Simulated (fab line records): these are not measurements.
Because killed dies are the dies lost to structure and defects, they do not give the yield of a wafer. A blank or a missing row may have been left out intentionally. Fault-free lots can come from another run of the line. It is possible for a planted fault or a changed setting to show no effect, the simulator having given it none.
Which tool was responsible? + flow nandHarc + Sampling: 14 lots, 42 wafers, 6 of 1159 route steps

## WHAT THE GAUGES SHOWED, per wafer
NHARC_A_SOURCE_PLATE_THK_MEAS_09: measures by ellipsometry.
| lot  | measured     | on           | thkNm (nm)     |
|------|--------------|--------------|----------------|
| L976 | day 9 10:32  | filmMetro-01 | 8.8 8.4 10.6   |
| L977 | day 9 10:32  | filmMetro-02 | 9.9 9.7 7.7    |
| L978 | day 9 10:32  | filmMetro-02 | 8.6 10.4 8.8   |
| L980 | day 9 14:02  | filmMetro-01 | 7.7 12.4 9.2   |
| L983 | day 9 22:38  | filmMetro-01 | 9.8 8.0 11.0   |
| L982 | day 9 22:39  | filmMetro-02 | 8.3 10.4 9.5   |
| L984 | day 10 03:31 | filmMetro-02 | 10.6 9.9 9.0   |
| L981 | day 10 03:31 | filmMetro-01 | 9.6 9.7 9.6    |
| L986 | day 10 07:23 | filmMetro-02 | 8.8 9.8 8.2    |
| L989 | day 10 11:04 | filmMetro-02 | 11.1 10.2 11.4 |
| L993 | day 11 03:44 | filmMetro-01 | 9.1 9.4 11.5   |
| L995 | day 11 13:30 | filmMetro-01 | 8.6 9.4 10.8   |
| L997 | day 11 18:15 | filmMetro-02 | 10.9 10.5 10.6 |
| L999 | day 12 09:29 | filmMetro-01 | 8.5 10.5 7.6   |

NHARC_A_ONON_D1_THK_MEAS_08: measures by ellipsometry.
| lot  | measured     | on           | thkNm (nm)     |
|------|--------------|--------------|----------------|
| L976 | day 10 04:02 | filmMetro-01 | 1004 1004 1001 |
| L977 | day 10 04:02 | filmMetro-01 | 1003 1004 1003 |
| L978 | day 10 04:44 | filmMetro-01 | 1011 1012 1013 |
| L980 | day 10 04:23 | filmMetro-02 | 986 985 986    |
| L983 | day 10 14:17 | filmMetro-02 | 1006 1006 1005 |
| L982 | day 10 14:18 | filmMetro-01 | 1002 1001 1001 |
| L984 | day 10 18:43 | filmMetro-02 | 1000 1001 1001 |
| L981 | day 10 18:35 | filmMetro-02 | 993 996 995    |
| L986 | day 10 22:04 | filmMetro-02 | 999 997 999    |
| L989 | day 11 04:08 | filmMetro-02 | 997 998 996    |
| L993 | day 11 18:37 | filmMetro-01 | 983 980 980    |
| L995 | day 12 04:13 | filmMetro-01 | 1004 1003 1003 |
| L997 | day 12 08:53 | filmMetro-01 | 1005 1006 1004 |
| L999 | day 13 00:06 | filmMetro-02 | 993 992 992    |

NHARC_A_ONON_D1_THK_MEAS_11: measures by ellipsometry.
| lot  | measured     | on           | thkNm (nm)     |
|------|--------------|--------------|----------------|
| L976 | day 10 05:06 | filmMetro-01 | 1005 1005 1006 |
| L977 | day 10 05:05 | filmMetro-02 | 1014 1014 1015 |
| L978 | day 10 05:47 | filmMetro-01 | 1003 1001 1002 |
| L980 | day 10 05:27 | filmMetro-02 | 1018 1016 1016 |
| L983 | day 10 15:01 | filmMetro-02 | 986 985 986    |
| L982 | day 10 15:21 | filmMetro-01 | 996 996 997    |
| L984 | day 10 19:17 | filmMetro-01 | 1005 1005 1006 |
| L981 | day 10 19:08 | filmMetro-02 | 1008 1008 1007 |
| L986 | day 10 22:40 | filmMetro-02 | 996 995 994    |
| L989 | day 11 05:31 | filmMetro-02 | 995 994 994    |
| L993 | day 11 19:11 | filmMetro-01 | 987 987 986    |
| L995 | day 12 04:47 | filmMetro-01 | 1010 1011 1012 |
| L997 | day 12 09:26 | filmMetro-01 | 1004 1005 1002 |
| L999 | day 13 00:40 | filmMetro-01 | 1000 1000 1001 |

NHARC_A_ONON_D1_THK_MEAS_21: measures by ellipsometry.
| lot  | measured     | on           | thkNm (nm)     |
|------|--------------|--------------|----------------|
| L976 | day 10 14:38 | filmMetro-02 | 1001 1001 1000 |
| L977 | day 10 15:01 | filmMetro-01 | 1006 1005 1005 |
| L978 | day 10 14:59 | filmMetro-01 | 987 989 988    |
| L980 | day 10 14:40 | filmMetro-02 | 996 997 997    |
| L983 | day 11 01:19 | filmMetro-02 | 987 987 986    |
| L982 | day 11 02:03 | filmMetro-02 | 1000 999 998   |
| L984 | day 11 02:22 | filmMetro-02 | 1001 1000 1001 |
| L981 | day 11 01:19 | filmMetro-01 | 980 980 980    |
| L986 | day 11 08:53 | filmMetro-01 | 1580 1016 1581 |
| L989 | day 11 13:55 | filmMetro-01 | 1007 1572 1007 |
| L993 | day 12 03:25 | filmMetro-02 | 1021 1018 1018 |
| L995 | day 12 13:55 | filmMetro-02 | 998 1000 997   |
| L997 | day 12 19:40 | filmMetro-02 | 1017 1016 1020 |
| L999 | day 13 12:09 | filmMetro-01 | 1003 1004 1002 |

NHARC_END_SORT_01.
| lot  | measured     | on        | killedAtArray | killedAtOther | killedAtPeriphery | killedDies | killedOpen | killedShort |
|------|--------------|-----------|---------------|---------------|-------------------|------------|------------|-------------|
| L986 | day 26 08:21 | prober-02 | 672 40 671    | 3 1 2         | 2 1 4             | 677 42 677 | 3 6 3      | 1 4 3       |
| L989 | day 26 15:18 | prober-02 | 52 666 53     | 0 3 4         | 7 8 6             | 59 677 63  | 4 4 5      | 3 2 1       |

## EACH LOT AND THE TOOL THAT RAN IT (in order: tool; ch and the chambers of the sampled wafers; start)
| lot  | NHARC_A_ONON_D1_DEP_19          |
|------|---------------------------------|
| L976 | pecvdOnon-03 ch 0, day 10 14:08 |
| L977 | pecvdOnon-02 ch 0, day 10 14:30 |
| L978 | pecvdOnon-03 ch 0, day 10 14:29 |
| L980 | pecvdOnon-04 ch 0, day 10 14:09 |
| L983 | pecvdOnon-02 ch 0, day 11 00:52 |
| L982 | pecvdOnon-02 ch 0, day 11 01:41 |
| L984 | pecvdOnon-03 ch 0, day 11 01:51 |
| L981 | pecvdOnon-03 ch 0, day 11 00:58 |
| L986 | pecvdOnon-03 ch 0, day 11 08:26 |
| L989 | pecvdOnon-03 ch 0, day 11 13:25 |
| L993 | pecvdOnon-02 ch 0, day 12 03:04 |
| L995 | pecvdOnon-04 ch 0, day 12 13:24 |
| L997 | pecvdOnon-04 ch 0, day 12 19:13 |
| L999 | pecvdOnon-04 ch 0, day 13 11:37 |
- NHARC_A_ONON_D1_DEP_19: target thk 1000 nm.

## WHAT THE TOOLS THEMSELVES READ (means of the sampled wafers that have a number; where no wafer has one, the mark that the record gives instead)
The record holds no such reading with a usual standard deviation.

## THE ANSWER, worked out from the rows above alone
Rule: the usual values come from the lots themselves. Put in order of their means at a reading, lots are off if they are a third of the lots or fewer, leave a main group of 4 or more, and stand apart from it by a gap of 3 or more times the standard deviation of the main group's means; of several such gaps the widest counts. A main group whose means are all the same, to the digits that the tables above print for the reading, isn't used. A lot without any number at a reading at which 4 lots or more have one is off too. The other lots that the step has rows for count as sound. After the gauges, taken in route order, come the tools' own readings; for these a lot's mean is taken, as printed above. At the first step where some lot is off, the reading lying furthest off is the one used; lots without a number count as furthest.
Off: L986, L989 (NHARC_A_ONON_D1_THK_MEAS_21, thkNm). For the main group the mean is 1000 nm and the standard deviation 11.
A tool fits if, at a process step before that reading, it ran every lot that is off, and no sound lot after the first of them. Those tools and the gauges at NHARC_A_ONON_D1_THK_MEAS_21 are tried in the same way. One fits: NHARC_A_ONON_D1_DEP_19 on pecvdOnon-03. Its last sound lot is L984 (day 11 01:51), its first lot that is off L986 (day 11 08:26): a fault that began between those two fits.

## WHAT THE SIMULATOR PUT IN
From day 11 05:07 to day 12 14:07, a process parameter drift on pecvdOnon-03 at NHARC_A_ONON_D1_DEP_19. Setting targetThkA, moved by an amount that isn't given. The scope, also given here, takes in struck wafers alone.
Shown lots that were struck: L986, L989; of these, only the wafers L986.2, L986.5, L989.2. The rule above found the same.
